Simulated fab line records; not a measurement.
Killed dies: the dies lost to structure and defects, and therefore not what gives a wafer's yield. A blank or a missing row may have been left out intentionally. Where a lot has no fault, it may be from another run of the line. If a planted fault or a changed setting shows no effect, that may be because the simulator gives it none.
fab line records	flow n5_finfet
record lots=24	wafers=72	last_day=17
route steps=1938 shown BEOL_M10@1485 BEOL_M11@1538
lots with no fault: from the same line, run without faults
start_h: hours from the record's opening day to when the first of the lot's shown wafers began	wait_h: time in hours since the lot's previous step	" as in the row above	L1.1+2: several wafers, shown together as one row	- either no value or no given start	* or withheld: withheld	< > ~ a bound
route shown NAME@n: a module of which the file shows steps, and the number in the route of the first	usual: average and standard deviation across the fault-free wafers	same: alike in all rows	chamber/n: place in a boat	sites: per-site readings	_std_site: the standard deviation of these	_edge_site: the outer-site mean with the inner-site mean subtracted	radius_mm: for every site, how far away it sits from the centre of the wafer	mask NAME#n: copy n	behind: the last tool/chamber to shape the wafer	hold: why the lot went on hold/how many hours it stayed there/how the hold came to an end	device: the transistor (n, p or np) that didn't switch	end of line: tests of these same wafers at the route's end	step lacking rows: just its recipe	killed: dies lost to structure and defects at the first sort, not the wafer's yield	map: dies across one wafer; x = killed, . = not, _ = none there
set.NAME: the setting the step ran with; set.NAME@STEP: the setting that earlier step ran with	model.NAME: the simulator's own value behind a step, which no gauge read
route steps across a sampled set of lots; one table per step, one row per wafer
services: a tool's chamber out of use, with start hour (start_h, from the record's first day; less than 0 if before it), hours out, and reason
## steps
# step N5_BEOL_M10_INSPECT_13
# recipe mode=adi	inspect_instrument=brightfield
# usual raw_defect_count=386/82
lot.wafer	tool	chamber	start_h	wait_h	raw_defect_count
L074.1	defect_inspect-01	-	207.62	0.0	288
L074.3	"	-	"	"	493
L074.5	"	-	"	"	443
L075.2	defect_inspect-02	-	215.58	0.0	420
L075.4	"	-	"	"	386
L075.6	"	-	"	"	439
L076.2	defect_inspect-02	-	220.63	0.0	369
L076.4	"	-	"	"	486
L076.6	"	-	"	"	342
L078.1	defect_inspect-01	-	228.20	0.0	367
L078.4	"	-	"	"	266
L078.6	"	-	"	"	368
L077.1	defect_inspect-02	-	228.45	0.0	269
L077.2	"	-	"	"	285
L077.6	"	-	"	"	280
L079.1	defect_inspect-02	-	244.02	0.0	439
L079.2	"	-	"	"	433
L079.3	"	-	"	"	570
L080.1	defect_inspect-01	-	249.51	0.0	380
L080.5	"	-	"	"	459
L080.6	"	-	"	"	421
L081.1	defect_inspect-01	-	259.13	0.0	438
L081.5	"	-	"	"	382
L081.6	"	-	"	"	339
L083.1	defect_inspect-01	-	270.58	0.0	409
L083.2	"	-	"	"	466
L083.5	"	-	"	"	321
L082.1	defect_inspect-01	-	270.75	0.0	278
L082.3	"	-	"	"	354
L082.5	"	-	"	"	327
L085.1	defect_inspect-01	-	274.95	0.0	360
L085.2	"	-	"	"	490
L085.6	"	-	"	"	400
L084.1	defect_inspect-02	-	279.83	0.0	335
L084.3	"	-	"	"	473
L084.4	"	-	"	"	503
L086.1	defect_inspect-02	-	290.74	0.0	646
L086.3	"	-	"	"	424
L086.5	"	-	"	"	446
L087.1	defect_inspect-01	-	294.84	0.0	312
L087.2	"	-	"	"	391
L087.3	"	-	"	"	500
L088.3	defect_inspect-02	-	295.06	0.0	413
L088.5	"	-	"	"	433
L088.6	"	-	"	"	379
L089.1	defect_inspect-01	-	296.73	0.0	243
L089.2	"	-	"	"	250
L089.5	"	-	"	"	227
L090.2	defect_inspect-02	-	311.18	0.0	331
L090.4	"	-	"	"	275
L090.6	"	-	"	"	451
L091.1	defect_inspect-02	-	314.35	0.0	419
L091.2	"	-	"	"	408
L091.6	"	-	"	"	355
L092.1	defect_inspect-01	-	319.76	0.0	340
L092.2	"	-	"	"	396
L092.3	"	-	"	"	360
L095.1	defect_inspect-01	-	341.31	0.0	483
L095.3	"	-	"	"	473
L095.6	"	-	"	"	591
L093.1	defect_inspect-02	-	341.53	0.0	428
L093.2	"	-	"	"	260
L093.3	"	-	"	"	364
L094.2	defect_inspect-02	-	341.69	0.0	394
L094.3	"	-	"	"	417
L094.5	"	-	"	"	490
L096.2	defect_inspect-02	-	352.59	0.0	269
L096.3	"	-	"	"	352
L096.6	"	-	"	"	314
L097.1	defect_inspect-01	-	356.85	0.0	258
L097.3	"	-	"	"	330
L097.6	"	-	"	"	323
# step N5_BEOL_M10_DESCUM_33
# recipe chemistry=O2	time_s=7.9	source_power_w=50	bias_power_w=20	pressure_mtorr=20	rf_frequency_hz=2.712e+07	temp_c=40	resist=CAR-ArF	o2_flow_sccm=225
# usual drypump_motor_current_A=5.7/0.42	oes_product_au=0.81/0.094	rf_vpp_V=243.5/1.3	showerhead_plenum_p_Torr=2.10/0.06	throttle_valve_pct=20.28/0.21
lot.wafer	tool	chamber	start_h	wait_h	drypump_motor_current_A	oes_product_au	rf_hours_counter_h	rf_vpp_V	showerhead_plenum_p_Torr	throttle_valve_pct
L074.1	rie_diel-06	3	209.73	0.0	5.8	0.72	203	243.1	2.04	20.40
L074.3	"	2	"	"	6.1	0.75	178	245.0	2.17	19.96
L074.5	"	2	"	"	6.1	0.75	-	245.6	2.17	19.97
L075.2	rie_diel-05	2	217.05	0.0	6.3	0.79	112	244.3	2.21	20.53
L075.4	"	0	"	"	6.0	0.72	208	243.8	2.13	20.05
L075.6	"	1	"	"	5.2	0.99	-	244.6	2.14	20.23
L076.2	rie_diel-06	0	223.19	0.2	5.7	0.76	146	243.2	2.06	19.99
L076.4	"	3	"	"	5.8	0.73	208	241.3	2.04	20.41
L076.6	"	3	"	"	5.8	0.73	-	242.8	2.04	20.41
L077.1	rie_diel-04	1	232.24	0.2	5.1	0.66	253	244.0	2.14	20.83
L077.2	"	0	"	"	5.9	0.89	35	243.3	2.05	20.16
L077.6	"	3	"	"	5.4	0.91	-	242.1	2.07	20.42
L078.1	rie_diel-04	0	232.81	0.4	5.9	0.89	36	242.0	2.05	20.16
L078.4	"	0	"	"	5.9	0.90	-	243.2	2.05	20.15
L078.6	"	1	"	"	5.1	0.67	-	244.3	2.14	20.83
L079.1	rie_diel-05	1	249.11	0.0	5.2	0.94	17	242.6	2.14	20.23
L079.2	"	0	"	"	6.1	0.72	215	242.4	2.13	20.07
L079.3	"	2	"	"	6.4	0.77	121	245.0	2.21	20.53
L080.1	rie_diel-04	0	253.14	1.5	6.0	0.89	44	242.5	2.04	20.18
L080.5	"	2	"	"	4.8	0.96	-	244.8	2.15	20.47
L080.6	"	0	"	"	5.9	0.88	-	241.1	2.04	20.18
L081.1	rie_diel-04	0	262.81	0.9	5.9	0.88	48	242.6	2.04	20.19
L081.5	"	1	"	"	5.1	0.98	-	243.7	2.14	20.55
L081.6	"	0	"	"	5.9	0.87	-	242.5	2.04	20.18
L083.1	rie_diel-06	0	271.58	0.0	5.7	0.75	165	244.1	2.05	20.04
L083.2	"	2	"	"	6.1	0.73	201	244.6	2.16	19.98
L083.5	"	2	"	"	6.0	0.73	-	244.0	2.16	19.98
L082.1	rie_diel-06	0	272.09	0.0	5.7	0.74	165	243.7	2.05	20.03
L082.3	"	3	"	"	5.8	0.71	221	242.8	2.03	20.42
L082.5	"	3	"	"	5.8	0.70	-	240.6	2.03	20.43
L085.1	rie_diel-06	3	278.65	0.0	5.8	0.71	225	242.0	2.03	20.43
L085.2	"	0	"	"	5.7	0.73	169	242.8	2.05	20.03
L085.6	"	0	"	"	5.7	0.74	-	244.5	2.05	20.02
L084.1	rie_diel-05	0	280.81	0.0	6.1	0.72	227	244.3	2.13	20.10
L084.3	"	3	"	"	5.6	0.85	47	245.2	2.22	20.34
L084.4	"	2	"	"	6.3	0.77	133	244.7	2.21	20.55
L086.1	rie_diel-06	2	293.63	0.1	6.1	0.72	211	243.7	2.16	19.99
L086.3	"	3	"	"	5.8	0.71	230	242.0	2.03	20.43
L086.5	"	1	"	"	6.1	0.98	-	242.6	2.07	20.12
L087.1	rie_diel-04	0	295.92	0.0	5.9	0.85	62	242.5	2.04	20.21
L087.2	"	1	"	"	5.1	0.92	16	244.2	2.14	20.59
L087.3	"	2	"	"	4.8	0.91	21	245.5	2.14	20.50
L088.3	rie_diel-06	2	296.43	0.1	6.0	0.72	212	247.1	2.16	20.01
L088.5	"	0	"	"	5.7	0.74	-	243.6	2.05	20.03
L088.6	"	1	"	"	6.1	0.96	-	242.1	2.07	20.12
L089.1	rie_diel-06	0	297.68	0.0	5.7	0.73	177	241.9	2.05	20.04
L089.2	"	3	"	"	5.8	0.71	232	243.0	2.03	20.43
L089.5	"	2	"	"	6.1	0.72	-	245.0	2.15	20.02
L090.2	rie_diel-04	2	313.20	0.0	4.8	0.89	27	244.5	2.14	20.49
L090.4	"	1	"	"	5.1	0.90	22	242.4	2.13	20.59
L090.6	"	3	"	"	5.4	0.85	-	241.9	2.06	20.45
L091.1	rie_diel-05	0	317.47	0.0	6.0	0.71	240	244.6	2.12	20.10
L091.2	"	1	"	"	5.2	0.91	41	243.2	2.13	20.28
L091.6	"	1	"	"	5.2	0.92	-	243.8	2.13	20.27
L092.1	rie_diel-05	1	321.68	0.0	5.2	0.91	43	244.4	2.13	20.28
L092.2	"	2	"	"	6.3	0.75	148	245.1	2.20	20.56
L092.3	"	0	"	"	6.0	0.71	241	244.3	2.12	20.11
L095.1	rie_diel-06	0	342.34	0.1	5.7	0.73	190	241.8	2.04	20.07
L095.3	"	1	"	"	6.2	0.92	23	242.0	2.06	20.15
L095.6	"	0	"	"	5.7	0.73	-	243.3	2.04	20.05
L094.2	rie_diel-04	2	344.97	0.0	4.8	0.89	37	242.2	2.14	20.52
L094.3	"	0	"	"	5.9	0.83	78	243.6	2.03	20.23
L094.5	"	3	"	"	5.4	0.84	-	241.7	2.06	20.46
L093.1	rie_diel-04	3	346.16	1.1	5.4	0.84	64	242.6	2.06	20.46
L093.2	"	1	"	"	5.1	0.90	29	244.9	2.13	20.61
L093.3	"	2	"	"	4.8	0.89	38	245.2	2.14	20.52
L096.2	rie_diel-06	3	353.75	0.2	5.8	0.69	249	243.2	2.02	20.46
L096.3	"	2	"	"	6.0	0.70	231	244.3	2.15	20.05
L096.6	"	3	"	"	5.8	0.70	-	244.4	2.02	20.47
L097.1	rie_diel-05	2	358.18	0.0	6.3	0.75	161	244.8	2.20	20.59
L097.3	"	1	"	"	5.2	0.88	59	243.3	2.13	20.32
L097.6	"	2	"	"	6.3	0.74	-	244.7	2.20	20.60
# step N5_BEOL_M10_VIA_ETCH_34
# recipe chemistry=C4F6/O2	target=SiCOH_lowk	target_depth_a=1845	mask_material=SOC	taper_deg=4	time_s=69.2	ion_energy_ev=250	pressure_mtorr=30	source_w=345	bias_w=185	Ar_flow_sccm=300	C4F6_flow_sccm=10	O2_flow_sccm=10
# usual drypump_motor_current_A=5.7/0.42	oes_product_au=0.81/0.093	rf_vpp_V=670/28	showerhead_plenum_p_Torr=2.87/0.065	throttle_valve_pct=20.82/0.22
lot.wafer	tool	chamber	start_h	wait_h	drypump_motor_current_A	oes_product_au	rf_hours_counter_h	rf_vpp_V	showerhead_plenum_p_Torr	throttle_valve_pct
L074.1	rie_diel-06	3	209.94	0.0	5.8	0.74	203	696	2.84	21.21
L074.3	"	2	"	"	6.1	0.76	178	663	2.95	20.50
L074.5	"	2	"	"	6.1	0.76	-	664	2.95	20.49
L075.2	rie_diel-05	2	217.26	0.0	6.3	0.81	112	615	3.01	20.96
L075.4	"	0	"	"	6.1	0.73	208	681	2.92	20.64
L075.6	"	1	"	"	5.2	0.99	-	683	2.92	20.74
L076.2	rie_diel-06	0	223.40	0.0	5.7	0.75	146	714	2.86	20.74
L076.4	"	3	"	"	5.8	0.73	208	697	2.84	21.20
L076.6	"	3	"	"	5.8	0.73	-	697	2.84	21.20
L077.1	rie_diel-04	1	232.45	0.0	5.1	0.67	253	647	2.91	21.29
L077.2	"	0	"	"	5.9	0.90	35	643	2.78	20.64
L077.6	"	3	"	"	5.4	0.91	-	663	2.81	20.83
L078.1	rie_diel-04	0	233.01	0.0	5.9	0.91	36	644	2.78	20.65
L078.4	"	0	"	"	5.9	0.91	-	645	2.78	20.64
L078.6	"	1	"	"	5.1	0.68	-	645	2.91	21.29
L079.1	rie_diel-05	1	249.32	0.0	5.2	0.95	17	683	2.91	20.76
L079.2	"	0	"	"	6.1	0.73	216	681	2.92	20.66
L079.3	"	2	"	"	6.3	0.79	121	615	3.00	20.98
L080.1	rie_diel-04	0	253.35	0.0	5.9	0.89	44	643	2.78	20.66
L080.5	"	2	"	"	4.9	0.94	-	685	2.90	20.87
L080.6	"	0	"	"	5.9	0.89	-	642	2.78	20.66
L081.1	rie_diel-04	0	263.02	0.0	5.9	0.89	48	645	2.78	20.66
L081.5	"	1	"	"	5.1	1.00	-	645	2.91	20.99
L081.6	"	0	"	"	5.9	0.88	-	645	2.78	20.65
L083.1	rie_diel-06	0	271.79	0.0	5.7	0.73	165	713	2.85	20.78
L083.2	"	2	"	"	6.2	0.74	201	663	2.94	20.55
L083.5	"	2	"	"	6.1	0.74	-	665	2.94	20.52
L082.1	rie_diel-06	0	272.30	0.0	5.7	0.73	166	714	2.85	20.78
L082.3	"	3	"	"	5.8	0.72	221	695	2.83	21.25
L082.5	"	3	"	"	5.8	0.72	-	696	2.83	21.24
L085.1	rie_diel-06	3	278.86	0.0	5.8	0.72	225	697	2.83	21.24
L085.2	"	0	"	"	5.7	0.73	170	715	2.85	20.79
L085.6	"	0	"	"	5.7	0.73	-	713	2.85	20.78
L084.1	rie_diel-05	0	281.02	0.0	6.1	0.72	227	679	2.91	20.69
L084.3	"	3	"	"	5.6	0.85	47	621	2.98	20.59
L084.4	"	2	"	"	6.4	0.79	133	615	3.00	21.01
L086.1	rie_diel-06	2	293.84	0.0	6.1	0.72	211	664	2.94	20.54
L086.3	"	3	"	"	5.8	0.72	230	696	2.83	21.24
L086.5	"	1	"	"	6.2	0.96	-	691	2.81	20.62
L087.1	rie_diel-04	0	296.13	0.0	5.9	0.85	62	644	2.77	20.68
L087.2	"	1	"	"	5.1	0.94	16	647	2.90	21.02
L087.3	"	2	"	"	4.8	0.90	22	685	2.90	20.88
L088.3	rie_diel-06	2	296.64	0.0	6.0	0.72	212	664	2.94	20.54
L088.5	"	0	"	"	5.7	0.72	-	715	2.84	20.81
L088.6	"	1	"	"	6.1	0.94	-	690	2.81	20.64
L089.1	rie_diel-06	0	297.89	0.0	5.7	0.71	177	714	2.84	20.80
L089.2	"	3	"	"	5.8	0.71	232	695	2.83	21.23
L089.5	"	2	"	"	6.1	0.72	-	666	2.94	20.53
L090.2	rie_diel-04	2	313.41	0.0	4.8	0.89	27	683	2.89	20.89
L090.4	"	1	"	"	5.1	0.94	22	645	2.90	21.04
L090.6	"	3	"	"	5.4	0.85	-	663	2.80	20.87
L091.1	rie_diel-05	0	317.68	0.0	6.1	0.71	240	681	2.91	20.70
L091.2	"	1	"	"	5.2	0.90	41	682	2.90	20.78
L091.6	"	1	"	"	5.2	0.91	-	682	2.90	20.78
L092.1	rie_diel-05	1	321.89	0.0	5.2	0.91	43	683	2.90	20.80
L092.2	"	2	"	"	6.3	0.76	148	616	2.99	21.03
L092.3	"	0	"	"	6.1	0.71	241	680	2.91	20.71
L095.1	rie_diel-06	0	342.54	0.0	5.7	0.72	190	713	2.84	20.82
L095.3	"	1	"	"	6.2	0.91	23	691	2.81	20.64
L095.6	"	0	"	"	5.7	0.71	-	715	2.84	20.82
L094.2	rie_diel-04	2	345.17	0.0	4.9	0.88	37	684	2.89	20.90
L094.3	"	0	"	"	5.9	0.84	78	642	2.77	20.71
L094.5	"	3	"	"	5.4	0.84	-	663	2.79	20.90
L093.1	rie_diel-04	3	346.37	0.0	5.4	0.84	64	664	2.79	20.90
L093.2	"	1	"	"	5.1	0.92	29	644	2.90	21.05
L093.3	"	2	"	"	4.8	0.87	38	684	2.89	20.89
L096.2	rie_diel-06	3	353.96	0.0	5.8	0.70	249	696	2.82	21.27
L096.3	"	2	"	"	6.1	0.70	231	663	2.93	20.57
L096.6	"	3	"	"	5.8	0.69	-	695	2.82	21.27
L097.1	rie_diel-05	2	358.39	0.0	6.4	0.75	161	617	2.98	21.05
L097.3	"	1	"	"	5.2	0.88	59	684	2.89	20.81
L097.6	"	2	"	"	6.3	0.75	-	616	2.98	21.06
# step N5_BEOL_M10_STRIP_77
# recipe chemistry=N2/H2	time_s=10	power_w=450	temp_c=40	pressure_mtorr=20	rf_frequency_hz=6e+07	bias_power_w=7	n2_flow_sccm=200	h2_flow_sccm=200
# usual drypump_motor_current_A=5.7/0.42	oes_product_au=0.81/0.095	rf_vpp_V=59.2/0.78	showerhead_plenum_p_Torr=2.56/0.078	throttle_valve_pct=23.58/0.27
lot.wafer	tool	chamber	start_h	wait_h	drypump_motor_current_A	oes_product_au	rf_hours_counter_h	rf_vpp_V	showerhead_plenum_p_Torr	throttle_valve_pct
L074.1	rie_diel-06	3	-	-	5.8	0.73	203	60.1	2.52	23.94
L074.3	"	2	"	"	6.1	0.75	178	59.4	2.67	23.48
L074.5	"	2	"	"	6.1	0.75	-	58.8	2.67	23.47
L075.2	rie_diel-05	2	-	-	6.3	0.79	112	58.1	2.67	23.64
L075.4	"	0	"	"	6.1	0.74	208	59.1	2.63	23.32
L075.6	"	1	"	"	5.2	1.00	-	58.7	2.60	23.49
L076.2	rie_diel-06	0	-	-	5.7	0.76	146	58.5	2.54	23.52
L076.4	"	3	"	"	5.8	0.72	208	60.4	2.52	23.94
L076.6	"	3	"	"	5.8	0.72	-	60.4	2.52	23.95
L077.1	rie_diel-04	1	-	-	5.1	0.66	253	59.5	2.59	23.90
L077.2	"	0	"	"	5.9	0.89	36	58.3	2.50	23.65
L077.6	"	3	"	"	5.4	0.91	-	58.4	2.47	23.11
L078.1	rie_diel-04	0	-	-	5.9	0.89	36	58.1	2.50	23.65
L078.4	"	0	"	"	5.9	0.89	-	58.5	2.50	23.65
L078.6	"	1	"	"	5.1	0.66	-	59.7	2.59	23.88
L079.1	rie_diel-05	1	-	-	5.2	0.95	17	60.1	2.60	23.49
L079.2	"	0	"	"	6.1	0.72	216	60.6	2.62	23.31
L079.3	"	2	"	"	6.4	0.77	122	60.8	2.66	23.65
L080.1	rie_diel-04	0	-	-	5.9	0.88	44	58.3	2.50	23.67
L080.5	"	2	"	"	4.8	0.96	-	58.8	2.60	23.80
L080.6	"	0	"	"	5.9	0.88	-	59.5	2.50	23.66
L081.1	rie_diel-04	0	-	-	5.9	0.87	48	59.2	2.50	23.66
L081.5	"	1	"	"	5.1	0.97	-	59.5	2.59	23.75
L081.6	"	0	"	"	5.9	0.87	-	59.6	2.50	23.68
L083.1	rie_diel-06	0	-	-	5.7	0.74	165	59.1	2.54	23.54
L083.2	"	2	"	"	6.1	0.72	201	59.2	2.66	23.51
L083.5	"	2	"	"	6.1	0.72	-	60.8	2.66	23.50
L082.1	rie_diel-06	0	-	-	5.7	0.75	166	59.0	2.54	23.54
L082.3	"	3	"	"	5.7	0.72	221	59.6	2.51	23.95
L082.5	"	3	"	"	5.8	0.71	-	58.5	2.51	23.97
L085.1	rie_diel-06	3	-	-	5.8	0.71	225	59.7	2.51	23.96
L085.2	"	0	"	"	5.7	0.74	170	58.4	2.54	23.54
L085.6	"	0	"	"	5.7	0.74	-	57.8	2.53	23.56
L084.1	rie_diel-05	0	-	-	6.1	0.70	228	59.4	2.62	23.34
L084.3	"	3	"	"	5.6	0.84	47	59.8	2.71	23.94
L084.4	"	2	"	"	6.3	0.76	133	59.6	2.66	23.64
L086.1	rie_diel-06	2	-	-	6.1	0.72	211	59.7	2.65	23.52
L086.3	"	3	"	"	5.8	0.72	230	59.1	2.51	23.98
L086.5	"	1	"	"	6.1	0.97	-	59.1	2.47	23.13
L087.1	rie_diel-04	0	-	-	5.9	0.85	62	58.2	2.49	23.70
L087.2	"	1	"	"	5.1	0.93	17	58.3	2.58	23.78
L087.3	"	2	"	"	4.8	0.91	22	59.1	2.59	23.81
L088.3	rie_diel-06	2	-	-	6.1	0.72	212	59.2	2.65	23.53
L088.5	"	0	"	"	5.7	0.73	-	59.2	2.53	23.55
L088.6	"	1	"	"	6.1	0.96	-	59.4	2.47	23.13
L089.1	rie_diel-06	0	-	-	5.7	0.74	177	58.9	2.53	23.56
L089.2	"	3	"	"	5.8	0.71	232	58.2	2.51	23.99
L089.5	"	2	"	"	6.1	0.71	-	59.5	2.65	23.52
L090.2	rie_diel-04	2	-	-	4.8	0.90	27	58.5	2.59	23.83
L090.4	"	1	"	"	5.1	0.90	22	59.4	2.58	23.77
L090.6	"	3	"	"	5.4	0.85	-	58.4	2.45	23.15
L091.1	rie_diel-05	0	-	-	6.1	0.70	240	59.7	2.61	23.36
L091.2	"	1	"	"	5.2	0.92	41	59.2	2.59	23.50
L091.6	"	1	"	"	5.2	0.91	-	59.4	2.59	23.51
L092.1	rie_diel-05	1	-	-	5.2	0.91	43	60.3	2.59	23.52
L092.2	"	2	"	"	6.3	0.75	148	59.1	2.65	23.70
L092.3	"	0	"	"	6.1	0.71	242	58.7	2.61	23.37
L095.1	rie_diel-06	0	-	-	5.7	0.73	190	59.1	2.53	23.57
L095.3	"	1	"	"	6.2	0.91	23	60.3	2.46	23.16
L095.6	"	0	"	"	5.7	0.73	-	58.5	2.53	23.58
L094.2	rie_diel-04	2	-	-	4.8	0.88	37	59.4	2.58	23.85
L094.3	"	0	"	"	5.9	0.83	78	58.9	2.48	23.70
L094.5	"	3	"	"	5.4	0.85	-	58.8	2.45	23.17
L093.1	rie_diel-04	3	-	-	5.4	0.83	64	60.0	2.45	23.15
L093.2	"	1	"	"	5.1	0.90	29	60.0	2.57	23.79
L093.3	"	2	"	"	4.8	0.89	38	59.1	2.58	23.86
L096.2	rie_diel-06	3	-	-	5.8	0.68	249	61.4	2.50	23.98
L096.3	"	2	"	"	6.1	0.70	231	59.1	2.65	23.54
L096.6	"	3	"	"	5.8	0.69	-	58.5	2.50	24.01
L097.1	rie_diel-05	2	-	-	6.3	0.74	161	59.5	2.65	23.71
L097.3	"	1	"	"	5.2	0.88	59	60.9	2.58	23.54
L097.6	"	2	"	"	6.3	0.74	-	59.5	2.65	23.71
# step N5_BEOL_M11_THK_MEAS_01
# recipe reads=SiCOH_lowk_of_BEOL_M11_ILD_DEP_00
# usual M11_ILD_THK=269/4.2
lot.wafer	tool	chamber	start_h	wait_h	M11_ILD_THK[nm]
L074.1	film_metro-02	-	213.47	0.4	266
L074.3	"	-	"	"	269
L074.5	"	-	"	"	269
L075.2	film_metro-02	-	221.97	0.4	270
L075.4	"	-	"	"	281
L075.6	"	-	"	"	270
L076.2	film_metro-02	-	226.81	0.4	266
L076.4	"	-	"	"	270
L076.6	"	-	"	"	267
L077.1	film_metro-01	-	237.33	0.4	267
L077.2	"	-	"	"	276
L077.6	"	-	"	"	272
L078.1	film_metro-01	-	238.07	0.4	262
L078.4	"	-	"	"	271
L078.6	"	-	"	"	270
L079.1	film_metro-01	-	252.82	0.8	269
L079.2	"	-	"	"	264
L079.3	"	-	"	"	266
L080.1	film_metro-02	-	260.18	0.4	268
L080.5	"	-	"	"	274
L080.6	"	-	"	"	278
L081.1	film_metro-01	-	267.98	0.4	264
L081.5	"	-	"	"	272
L081.6	"	-	"	"	271
L083.1	film_metro-01	-	275.81	0.8	268
L083.2	"	-	"	"	272
L083.5	"	-	"	"	269
L082.1	film_metro-01	-	276.36	0.8	271
L082.3	"	-	"	"	263
L082.5	"	-	"	"	271
L085.1	film_metro-01	-	283.01	0.8	261
L085.2	"	-	"	"	264
L085.6	"	-	"	"	268
L084.1	film_metro-01	-	284.95	0.4	266
L084.3	"	-	"	"	273
L084.4	"	-	"	"	274
L086.1	film_metro-02	-	297.55	0.4	270
L086.3	"	-	"	"	265
L086.5	"	-	"	"	277
L087.1	film_metro-01	-	299.44	0.4	265
L087.2	"	-	"	"	271
L087.3	"	-	"	"	267
L088.3	film_metro-02	-	301.91	0.3	265
L088.5	"	-	"	"	279
L088.6	"	-	"	"	275
L089.1	film_metro-01	-	303.33	0.4	266
L089.2	"	-	"	"	258
L089.5	"	-	"	"	273
L090.2	film_metro-01	-	318.64	0.4	263
L090.4	"	-	"	"	270
L090.6	"	-	"	"	265
L091.1	film_metro-02	-	322.24	0.4	271
L091.2	"	-	"	"	264
L091.6	"	-	"	"	272
L092.1	film_metro-01	-	325.69	0.4	264
L092.2	"	-	"	"	266
L092.3	"	-	"	"	266
L095.1	film_metro-02	-	347.64	0.4	265
L095.3	"	-	"	"	265
L095.6	"	-	"	"	273
L094.2	film_metro-01	-	349.37	0.4	271
L094.3	"	-	"	"	265
L094.5	"	-	"	"	270
L093.1	film_metro-02	-	351.25	0.4	272
L093.2	"	-	"	"	266
L093.3	"	-	"	"	269
L096.2	film_metro-02	-	359.83	0.4	264
L096.3	"	-	"	"	268
L096.6	"	-	"	"	275
L097.1	film_metro-01	-	361.87	0.4	263
L097.3	"	-	"	"	274
L097.6	"	-	"	"	273
# step N5_BEOL_M11_PECVD_70
# recipe material=SiO2	target_thk_a=200	temp_c=400	precursor=TEOS/O2	pressure_torr=5.5	rf_w=450	teos_flow_sccm=53.8	gas=O2	flow_sccm=3000	time_s=22.7
# usual heater_power_w=714/64	showerhead_plenum_p_Torr=8.80/0.061	throttle_valve_pct=22.3/1.3
lot.wafer	tool	chamber	start_h	wait_h	heater_power_w	showerhead_plenum_p_Torr	throttle_valve_pct
L074.1	pecvd-03	2	213.51	0.0	828	8.74	21.9
L074.3	"	0	"	"	726	8.72	22.5
L074.5	"	1	"	"	656	8.74	21.8
L075.2	pecvd-02	2	222.01	0.0	709	8.79	21.6
L075.4	"	1	"	"	744	8.84	22.6
L075.6	"	0	"	"	671	8.77	24.4
L076.2	pecvd-04	1	226.85	0.0	749	8.93	23.3
L076.4	"	0	"	"	612	8.86	21.2
L076.6	"	2	"	"	716	8.77	19.5
L077.1	pecvd-04	2	237.37	0.0	790	8.78	19.6
L077.2	"	0	"	"	707	8.90	21.2
L077.6	"	0	"	"	735	8.87	21.0
L078.1	pecvd-03	0	238.11	0.0	731	8.73	22.2
L078.4	"	0	"	"	729	8.75	22.5
L078.6	"	2	"	"	744	8.76	21.8
L079.1	pecvd-02	0	252.85	0.0	679	8.78	24.3
L079.2	"	1	"	"	720	8.83	22.7
L079.3	"	2	"	"	718	8.81	21.9
L080.1	pecvd-02	0	260.22	0.0	661	8.78	24.2
L080.5	"	1	"	"	767	8.83	22.7
L080.6	"	2	"	"	658	8.80	22.0
L081.1	pecvd-04	2	268.02	0.0	797	8.76	19.8
L081.5	"	2	"	"	815	8.78	19.5
L081.6	"	1	"	"	748	8.90	23.4
L083.1	pecvd-03	2	275.85	0.0	868	8.74	22.2
L083.2	"	0	"	"	779	8.73	22.0
L083.5	"	2	"	"	877	8.74	22.2
L082.1	pecvd-04	0	276.40	0.0	589	8.90	20.9
L082.3	"	2	"	"	746	8.77	19.8
L082.5	"	0	"	"	574	8.89	21.2
L085.1	pecvd-04	2	283.05	0.0	677	8.78	19.4
L085.2	"	1	"	"	704	8.94	23.4
L085.6	"	0	"	"	708	8.89	21.3
L084.1	pecvd-04	2	284.99	0.0	735	8.77	19.5
L084.3	"	1	"	"	795	8.93	23.4
L084.4	"	1	"	"	802	8.93	23.3
L086.1	pecvd-02	1	297.59	0.0	814	8.85	22.5
L086.3	"	0	"	"	618	8.79	24.3
L086.5	"	0	"	"	599	8.74	24.3
L087.1	pecvd-04	2	299.48	0.0	766	8.77	19.5
L087.2	"	1	"	"	790	8.91	23.6
L087.3	"	0	"	"	706	8.87	21.5
L088.3	pecvd-02	0	301.95	0.0	663	8.77	24.2
L088.5	"	0	"	"	655	8.77	24.5
L088.6	"	2	"	"	641	8.79	22.3
L089.1	pecvd-02	2	303.37	0.0	713	8.78	21.7
L089.2	"	0	"	"	672	8.79	24.6
L089.5	"	2	"	"	701	8.80	22.0
L090.2	pecvd-02	0	318.68	0.0	571	8.76	24.4
L090.4	"	0	"	"	578	8.77	24.3
L090.6	"	1	"	"	792	8.85	22.7
L091.1	pecvd-03	2	322.28	0.0	731	8.75	21.9
L091.2	"	0	"	"	637	8.75	22.2
L091.6	"	1	"	"	675	8.76	21.5
L092.1	pecvd-03	0	325.73	0.0	773	8.73	22.2
L092.2	"	2	"	"	754	8.74	22.3
L092.3	"	1	"	"	720	8.72	21.4
L095.1	pecvd-03	0	347.68	0.0	753	8.72	22.2
L095.3	"	1	"	"	723	8.71	21.7
L095.6	"	0	"	"	762	8.75	22.4
L094.2	pecvd-03	0	349.41	0.0	801	8.74	22.2
L094.3	"	2	"	"	749	8.76	22.4
L094.5	"	1	"	"	661	8.71	21.5
L093.1	pecvd-02	2	351.29	0.0	597	8.81	22.1
L093.2	"	0	"	"	671	8.78	24.4
L093.3	"	1	"	"	706	8.84	22.7
L096.2	pecvd-02	2	359.86	0.0	664	8.82	22.2
L096.3	"	0	"	"	571	8.81	24.5
L096.6	"	2	"	"	681	8.81	22.2
L097.1	pecvd-02	2	361.90	0.0	675	8.80	22.2
L097.3	"	1	"	"	727	8.84	22.6
L097.6	"	2	"	"	674	8.78	22.1
## services
tool	chamber	start_h	hours	kind
rie_diel-06	0	207.22	4.4	repair
pecvd-04	1	209.48	10.2	repair
rie_diel-04	2	217.90	5.7	repair
pecvd-03	-	221.28	2.8	pm
rie_diel-04	2	223.62	-	clean
rie_diel-04	2	223.62	-	consumable_replace:focus_ring
rie_diel-04	2	223.62	14.5	scheduled_down
pecvd-02	-	225.45	14.6	pm
rie_diel-05	0	230.90	5.1	repair
rie_diel-06	3	245.02	16.7	repair
pecvd-04	1	256.77	2.0	repair
rie_diel-06	1	261.75	-	clean
rie_diel-06	1	261.75	-	consumable_replace:focus_ring
rie_diel-06	1	261.75	17.4	scheduled_down
rie_diel-06	1	261.75	17.4	vent_cycle
pecvd-04	-	288.42	0.8	repair
rie_diel-06	2	302.78	3.3	repair
pecvd-02	2	305.69	20.6	repair
rie_diel-04	3	307.04	5.2	repair
rie_diel-04	1	324.53	5.2	repair
pecvd-03	1	333.33	3.7	repair
rie_diel-05	2	336.31	4.8	repair
rie_diel-06	3	356.76	-	clean
rie_diel-06	3	356.76	-	consumable_replace:focus_ring
## key
fault none
